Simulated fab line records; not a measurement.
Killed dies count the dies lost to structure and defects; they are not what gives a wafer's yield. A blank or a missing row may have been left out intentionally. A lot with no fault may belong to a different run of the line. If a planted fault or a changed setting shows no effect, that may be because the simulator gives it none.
Which tool did it? -- flow nandHarc -- 6 lots with 18 wafers sampled at 2 steps, on a route of 1302 steps

WHAT EACH GAUGE READ, for each wafer
NHARC_P_STI_OCD_MEAS_17.
lot,measured,on,trenchFootCdNm (nm)
L879,day 5 16:47,ocd-01,157.5 153.8 156.3
L881,day 6 12:50,ocd-01,158.3 159.8 160.3
L885,day 8 06:16,ocd-02,156.7 154.8 152.6
L887,day 9 04:37,ocd-02,- - -
L892,day 11 04:46,ocd-01,161.2 156.6 158.5
L894,day 12 00:56,ocd-02,157.9 157.3 153.7

WHICH TOOL RAN EACH LOT (tool, then ch and the chambers of the sampled wafers, then the start)
lot,NHARC_P_STI_ETCH_15
L879,"rieSi-03 ch 0,1,3, day 5 16:34"
L881,"rieSi-03 ch 0,2,3, day 6 12:35"
L885,"rieSi-02 ch 0,1, day 8 06:01"
L887,"rieSi-03 ch 1,2, day 9 04:22"
L892,"rieSi-03 ch 0,1,3, day 11 04:31"
L894,"rieSi-03 ch 0,1,3, day 12 00:41"
- NHARC_P_STI_ETCH_15: etches the open film in HBr/Cl2, target depth 300 nm, time 100.1 s.

THE ANSWER, worked out from the rows above alone
Rule: usual is defined by the lots themselves. The widest of any qualifying gaps counts: lots, ordered by their means at a reading, are off when they make up no more than a third of the lots, leave a main group of 4 or more, and stand apart from it by 3 or more times the standard deviation of that group's means. Not used: any main group whose means are identical at the precision the tables above print for the reading. A lot without any number at a reading at which 4 lots or more have one is off too. Where the step has rows for the other lots, those lots are counted as sound.
Off at NHARC_P_STI_OCD_MEAS_17 (trenchFootCdNm): L887. Without a number there: L887. The main group: mean 157.0 nm, standard deviation 1.8.
If a tool, at a process step before that reading, ran all the lots that are off and no sound lot after the first of them, it fits. Gauges at NHARC_P_STI_OCD_MEAS_17: tried the same way as those tools. Not one of the candidates tried fits.

WHAT WAS PUT IN BY THE SIMULATOR
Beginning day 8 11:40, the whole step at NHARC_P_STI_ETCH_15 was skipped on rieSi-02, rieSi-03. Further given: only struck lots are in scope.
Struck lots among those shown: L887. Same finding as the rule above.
